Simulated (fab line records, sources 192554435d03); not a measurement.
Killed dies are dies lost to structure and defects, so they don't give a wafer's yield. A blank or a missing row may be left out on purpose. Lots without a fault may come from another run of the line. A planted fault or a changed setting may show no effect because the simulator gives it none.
Split-lot experiment | flow n5_finfet | 7 lots, 21 wafers read, on a route of 1938 steps

THE SPLIT
At N5_BEOL_M5_COAT_74 (time 60 s, resist thk 5 nm), the setting spin_rpm was moved away from the recipe's 1500 rpm on 5 of the 21 wafers read, by -9.3% to +4.7%. The other wafers ran this setting at the recipe's value.

FROM THE SPLIT TO THE READING: what the file shows between them, 7 steps
- N5_BEOL_M5_COAT_22: resist thk 30 nm (also split here: spin_rpm)
- N5_BEOL_M5_EBR_24
- N5_BEOL_M5_SOFTBAKE_23: time 60 s
- N5_BEOL_M5_EXPOSE_25: exposes mask V4, defocus 10 nm
- N5_BEOL_M5_PEB_26: peb time 60 s
- N5_BEOL_M5_DEVELOP_27: develop time 30 s
- N5_BEOL_M5_DESCUM_33: chemistry O2, time 7 s

THE READING
etch.depth_nm (the simulator's own value, which no gauge read), in nm, at N5_BEOL_M5_ETCH_75 (etches underlayer in N2/H2, target depth 6.5 nm, time 5.2 s). The file gives no usual value for it. The 16 wafers here that ran the recipe average 5.008 nm, standard deviation 0.012 nm.

wafer  | tool, chamber at the split | spin_rpm as run, rpm | against the recipe | etch.depth_nm, nm | against lot-mates on the recipe
L076.2 | litho_track-05, 0          | 1500                 | recipe             | 4.995             | -
L076.3 | litho_track-05, 0          | 1500                 | recipe             | 5.001             | -
L076.5 | litho_track-05, 0          | 1500                 | recipe             | 4.998             | -
L078.1 | litho_track-01, 0          | 1571                 | +4.7%              | 4.873             | -0.140
L078.2 | litho_track-01, 0          | 1500                 | recipe             | 5.013             | -
L078.6 | litho_track-01, 0          | 1571                 | +4.7%              | 4.88              | -0.133
L082.2 | litho_track-01, 0          | 1500                 | recipe             | 5.026             | -
L082.3 | litho_track-01, 0          | 1500                 | recipe             | 5.028             | -
L082.4 | litho_track-01, 0          | 1500                 | recipe             | 5.023             | -
L083.1 | litho_track-05, 0          | 1500                 | recipe             | 4.989             | -
L083.2 | litho_track-05, 0          | 1500                 | recipe             | 5.004             | -
L083.5 | litho_track-05, 0          | 1500                 | recipe             | 4.991             | -
L085.1 | litho_track-01, 0          | 1500                 | recipe             | 5.003             | -
L085.2 | litho_track-01, 0          | 1360                 | -9.3%              | 5.252             | +0.249
L085.5 | litho_track-01, 0          | 1360                 | -9.3%              | 5.264             | +0.261
L090.1 | litho_track-05, 0          | 1500                 | recipe             | 5.01              | -
L090.5 | litho_track-05, 0          | 1500                 | recipe             | 5.009             | -
L090.6 | litho_track-05, 0          | 1500                 | recipe             | 5.022             | -
L093.1 | litho_track-01, 0          | 1500                 | recipe             | 5.013             | -
L093.3 | litho_track-01, 0          | 1500                 | recipe             | 4.998             | -
L093.5 | litho_track-01, 0          | 1365                 | -9.0%              | 5.253             | +0.248

THE FIT
A straight line over all 21 wafers: etch.depth_nm changes by -0.0271 nm for each +1% of spin_rpm; r = -0.99; the points scatter about the line by 0.011 nm.
The same after taking each lot's own level away (the mean of its wafers on the recipe; 21 wafers): -0.0277 nm for each +1%; r = -1.00; scatter 0.0054 nm.
On that fit, the largest move of spin_rpm shifts the reading by 0.26 nm.
The lots' own levels span 4.9947 to 5.0257 nm, that is 2.6 times the standard deviation above.
So the lot-to-lot level changes the slope little: the two slopes agree.
Check: with one of the wafers moved furthest among these (-9.3%) left out of the fit, the line predicts +0.261 nm for it against its lot-mates. It came out at +0.249 nm against them.

OTHER SPLITS ON THESE WAFERS
These wafers also went through other splits before the reading. Each is held against what the fit with the lots' levels taken away leaves over:
other split on the same wafers | wafers away from the commonest value | r with etch.depth_nm (lot level and that fit taken away)
N5_BEOL_M5_COAT_22 spin_rpm    | 3                                    | -0.12

THE FILE'S OWN FIT
etch.depth_nm changes by -0.0276 nm for each +1% of spin_rpm, r = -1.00.
